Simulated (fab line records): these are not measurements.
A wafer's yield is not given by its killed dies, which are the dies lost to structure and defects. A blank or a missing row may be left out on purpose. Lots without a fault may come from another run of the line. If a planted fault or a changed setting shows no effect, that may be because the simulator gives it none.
Which tool is to blame?    flow n5_finfet    27 wafers from 10 lots sampled at 5 of the route's 1938 steps

## WHAT THE GAUGES READ, wafer by wafer
N5_BEOL_M4_RC_MEAS_101. Usual: DIBL_N 35.8 mV/V, standard deviation 1.5; DIBL_P 35.8 mV/V, standard deviation 1.7; IOFF_N 0.151 nA/um, standard deviation 0.022; IOFF_P 0.204 nA/um, standard deviation 0.027; ION_N 673 uA/um, standard deviation 8.6; ION_P 462 uA/um, standard deviation 5.4; SS_N 71.4 mV/dec, standard deviation 0.54; SS_P 73.3 mV/dec, standard deviation 0.56; VT_N 250.5 mV, standard deviation 2.6; VT_P -251 mV, standard deviation 3.1.
lot   measured      on         DIBL_N (mV/V)   DIBL_P (mV/V)   IOFF_N (nA/um)     IOFF_P (nA/um)     ION_N (uA/um)  ION_P (uA/um)  SS_N (mV/dec)   SS_P (mV/dec)   VT_N (mV)          VT_P (mV)       flag
L468  day 9 03:01   prober-01  36.7 38.6 35.3  36.4 38.9 34.2  0.153 0.196 0.126  0.202 0.240 0.182  689 686 673    467 472 462    71.5 71.4 70.3  73.5 74.0 72.3  251.2 245.2 252.9  -252 -247 -250  
L471  day 9 09:43   prober-01  35.7 37.4 36.9  35.7 38.1 38.1  0.134 0.174 0.166  0.195 0.230 0.226  666 678 674    460 464 465    70.8 72.0 71.2  73.8 73.9 73.9  251.8 247.8 247.5  -251 -248 -248  
L473  day 9 21:02   prober-01  35.9 37.2 34.3  35.1 35.1 32.0  0.147 0.158 0.118  0.208 0.207 0.164  672 672 659    461 460 457    71.2 72.3 71.1  73.5 73.6 72.1  249.1 249.3 252.1  -250 -251 -254  
L474  day 9 23:50   prober-01  33.4 36.2 33.5  32.7 36.8 33.2  0.110 0.159 0.118  0.178 0.238 0.193  655 675 662    458 467 460    71.1 71.8 71.7  72.8 73.8 72.7  256.1 250.2 255.2  -254 -249 -249  
L475  day 10 10:56  prober-02  36.0 35.8       36.8 36.5       0.169 0.161        0.232 0.217        680 669        460 464        71.8 71.2       73.4 73.5       247.9 250.9        -249 -248       
L477  day 10 19:15  prober-02  35.9 37.7       33.8 36.1       0.138 0.172        0.196 0.232        679 688        468 468        70.7 72.0       73.1 73.9       251.4 246.9        -251 -248       
L478  day 11 01:07  prober-02  36.6 34.6       37.6 35.6       0.159 0.127        0.189 0.160        673 670        456 459        72.3 71.2       73.7 73.6       249.8 254.3        -254 -256       
L486  day 13 05:35  prober-01  35.5 34.6 34.8  35.9 34.2 34.8  0.154 0.140 0.146  0.236 0.209 0.215  683 671 678    470 460 466    71.2 71.5 71.4  73.3 73.4 73.5  249.0 249.2 249.4  -248 -248 -249  
L488  day 13 09:00  prober-01  35.9 35.7 35.5  36.2 37.0 36.0  0.163 0.162 0.160  0.224 0.232 0.228  680 677 685    471 472 468    71.2 71.3 70.9  73.9 74.4 73.7  248.4 247.8 250.4  -248 -249 -251  
L490  day 14 08:23  prober-01  35.3 36.9 35.5  34.7 36.3 35.1  0.133 0.159 0.136  0.178 0.211 0.187  662 670 660    455 460 458    70.6 71.9 71.2  72.8 74.2 72.3  254.3 251.2 253.6  -255 -252 -252  

## EACH LOT AND THE TOOL THAT RAN IT (in order: tool; ch and the chambers of the sampled wafers; start)
lot   N5_SD_EPI_P_SD_RECESS_17         N5_SD_EPI_P_STRIP_40                 N5_SDB_COAT_04                    N5_SDB_ETCH_17
L468  rie_si-02 ch 0,2,3, day 3 13:19  plasma_asher-02 ch 0,1, day 3 13:28  litho_track-05 ch 0, day 4 00:22  rie_diel-04 ch 0,2,3, day 4 00:51
L471  rie_si-05 ch 0,1, day 4 09:15    plasma_asher-02 ch 0,1, day 4 09:23  litho_track-04 ch 0, day 4 20:44  rie_diel-04 ch 1,2, day 4 21:13
L473  rie_si-05 ch 2,3, day 4 20:52    plasma_asher-01 ch 0,1, day 4 21:00  litho_track-04 ch 0, day 5 07:14  rie_diel-04 ch 0,1,2, day 5 07:43
L474  rie_si-01 ch 0,1,3, day 4 23:58  plasma_asher-01 ch 0, day 5 00:07    litho_track-04 ch 0, day 5 10:25  rie_diel-06 ch 1,2,3, day 5 10:47
L475  rie_si-02 ch 1, day 5 08:59      plasma_asher-02 ch 0,1, day 5 09:08  litho_track-04 ch 0, day 5 20:13  rie_diel-04 ch 0,3, day 5 20:42
L477  rie_si-02 ch 2,3, day 5 22:50    plasma_asher-02 ch 0,1, day 5 22:59  litho_track-04 ch 0, day 6 09:05  rie_diel-04 ch 1,2, day 6 09:44
L478  rie_si-05 ch 1,2, day 6 02:32    plasma_asher-02 ch 0, day 6 02:41    litho_track-04 ch 0, day 6 12:44  rie_diel-06 ch 1,3, day 6 13:13
L486  rie_si-02 ch 0,1,2, day 8 00:35  plasma_asher-01 ch 0,1, day 8 00:44  litho_track-02 ch 0, day 8 11:32  rie_diel-05 ch 0,1,3, day 8 12:02
L488  rie_si-02 ch 0,2, day 8 13:16    plasma_asher-02 ch 0,1, day 8 13:25  litho_track-04 ch 0, day 9 00:32  rie_diel-05 ch 0,1,3, day 9 01:12
L490  rie_si-01 ch 1,2,3, day 8 23:28  plasma_asher-02 ch 0, day 8 23:37    litho_track-05 ch 0, day 9 09:45  rie_diel-05 ch 1,3, day 9 10:23
- N5_SD_EPI_P_SD_RECESS_17: chemistry HBr/Cl2/O2, target depth 39.1 nm, bt time 3 s.
- N5_SD_EPI_P_STRIP_40: strips in N2/H2.
- N5_SDB_COAT_04: time 60 s, resist thk 18 nm.
- N5_SDB_ETCH_17: etches SiARC in CF4, target depth 23.4 nm, time 39 s.

## AS READ BY THE TOOLS THEMSELVES (means over the sampled wafers that have a number; for cases with no such wafer, the mark the record gives instead)
N5_SD_EPI_P_SD_RECESS_17. Usual: HBr_flow_sccm 150.0 sccm, standard deviation 0.43; drypump_motor_current_A 5.9 A, standard deviation 0.32; oes_product_au 0.993 a.u., standard deviation 0.014; rf_fwd_power_W 794.7 W, standard deviation 2.5; throttle_valve_pct 36.91 %, standard deviation 0.3.
lot   tool       HBr_flow_sccm (sccm)  drypump_motor_current_A (A)  oes_product_au (a.u.)  rf_fwd_power_W (W)  throttle_valve_pct (%)  flag
L468  rie_si-02  150.1                 5.7                          0.987                  795.9               37.05                   
L471  rie_si-05  150.3                 5.9                          0.979                  792.8               37.10                   
L473  rie_si-05  150.3                 5.8                          0.997                  794.7               36.63                   
L474  rie_si-01  150.2                 6.0                          0.985                  796.2               37.11                   
L475  rie_si-02  150.2                 6.3                          0.995                  794.2               36.75                   
L477  rie_si-02  150.1                 5.5                          0.988                  793.8               37.17                   
L478  rie_si-05  149.7                 6.1                          1.010                  795.6               36.55                   
L486  rie_si-02  149.9                 5.8                          0.996                  795.8               36.97                   
L488  rie_si-02  149.7                 5.5                          0.994                  792.9               37.17                   
L490  rie_si-01  149.9                 6.1                          0.994                  795.2               36.96                   

N5_SD_EPI_P_STRIP_40. Usual: drypump_motor_current_A 5.6 A, standard deviation 0.36; heater_power_w 337 W, standard deviation 22; oes_product_au 0.760 a.u., standard deviation 0.012.
lot   tool             drypump_motor_current_A (A)  heater_power_w (W)  oes_product_au (a.u.)  flag
L468  plasma_asher-02  5.8                          341                 0.766                  
L471  plasma_asher-02  5.8                          337                 0.766                  
L473  plasma_asher-01  5.5                          324                 0.751                  
L474  plasma_asher-01  5.0                          327                 0.770                  
L475  plasma_asher-02  5.8                          340                 0.759                  
L477  plasma_asher-02  5.8                          344                 0.770                  
L478  plasma_asher-02  5.9                          321                 0.757                  
L486  plasma_asher-01  5.2                          329                 0.773                  
L488  plasma_asher-02  5.7                          358                 0.752                  
L490  plasma_asher-02  5.9                          324                 0.767                  

N5_SDB_COAT_04. Usual: 66.29 s for run_length_s, sd 0.21.
lot   tool            run_length_s (s)  flag
L468  litho_track-05  66.13             
L471  litho_track-04  66.48             
L473  litho_track-04  66.50             
L474  litho_track-04  66.50             
L475  litho_track-04  72.59             OFF
L477  litho_track-04  72.62             OFF
L478  litho_track-04  72.47             OFF
L486  litho_track-02  66.29             
L488  litho_track-04  66.50             
L490  litho_track-05  66.14             

N5_SDB_ETCH_17. Usual: for drypump_motor_current_A, 5.8 A with a standard deviation of 0.5; for etch_rf_on_time_s, 39.0 s with a standard deviation of 0.49; for oes_product_au, 0.70 a.u. with a standard deviation of 0.073; for rf_fwd_power_W, 533.4 W with a standard deviation of 2.8; for rf_vpp_V, 184.0 V with a standard deviation of 1.2; for showerhead_plenum_p_Torr, 2.13 Torr with a standard deviation of 0.069; for throttle_valve_pct, 15.56 % with a standard deviation of 0.2.
lot   tool         drypump_motor_current_A (A)  etch_rf_on_time_s (s)  oes_product_au (a.u.)  rf_fwd_power_W (W)  rf_vpp_V (V)  showerhead_plenum_p_Torr (Torr)  throttle_valve_pct (%)  flag
L468  rie_diel-04  6.0                          38.9                   0.62                   535.4               184.5         2.13                             15.72                   
L471  rie_diel-04  5.4                          38.9                   0.70                   533.6               186.4         2.23                             15.66                   
L473  rie_diel-04  5.8                          38.5                   0.67                   532.6               182.8         2.15                             15.65                   
L474  rie_diel-06  5.7                          39.4                   0.67                   533.7               184.1         2.09                             15.46                   
L475  rie_diel-04  6.2                          38.2                   0.72                   535.9               184.3         2.12                             15.43                   
L477  rie_diel-04  5.4                          38.4                   0.69                   533.9               185.4         2.21                             15.75                   
L478  rie_diel-06  5.8                          39.0                   0.70                   532.2               184.1         2.08                             15.37                   
L486  rie_diel-05  6.2                          38.9                   0.72                   530.3               183.7         2.12                             15.62                   
L488  rie_diel-05  6.2                          39.0                   0.72                   531.1               183.7         2.12                             15.63                   
L490  rie_diel-05  6.4                          39.5                   0.67                   531.3               183.8         2.13                             15.67                   

## THE ANSWER, worked out from the rows above alone
Rule: a lot counts as off when the mean over its wafers that have a number is more than 3 standard deviations away from the usual mean. A lot without any number at a reading at which 4 lots or more have one is off too. Any other lot the step has rows for is counted as sound. Order of review: gauges by route order, followed by the tools' own readings, for which a lot's mean as printed above is used. The first step at which some lot is off is used, and at that step the reading that is off furthest; a lot without a number counts as furthest.
Off at N5_SDB_COAT_04 (run_length_s): L475, L477, L478.
A tool fits if, at that step or a process step before it, it ran every lot that is off, and no sound lot after the first of them. Of those tried, none fits.

## WHAT THE SIMULATOR HAD INSERTED
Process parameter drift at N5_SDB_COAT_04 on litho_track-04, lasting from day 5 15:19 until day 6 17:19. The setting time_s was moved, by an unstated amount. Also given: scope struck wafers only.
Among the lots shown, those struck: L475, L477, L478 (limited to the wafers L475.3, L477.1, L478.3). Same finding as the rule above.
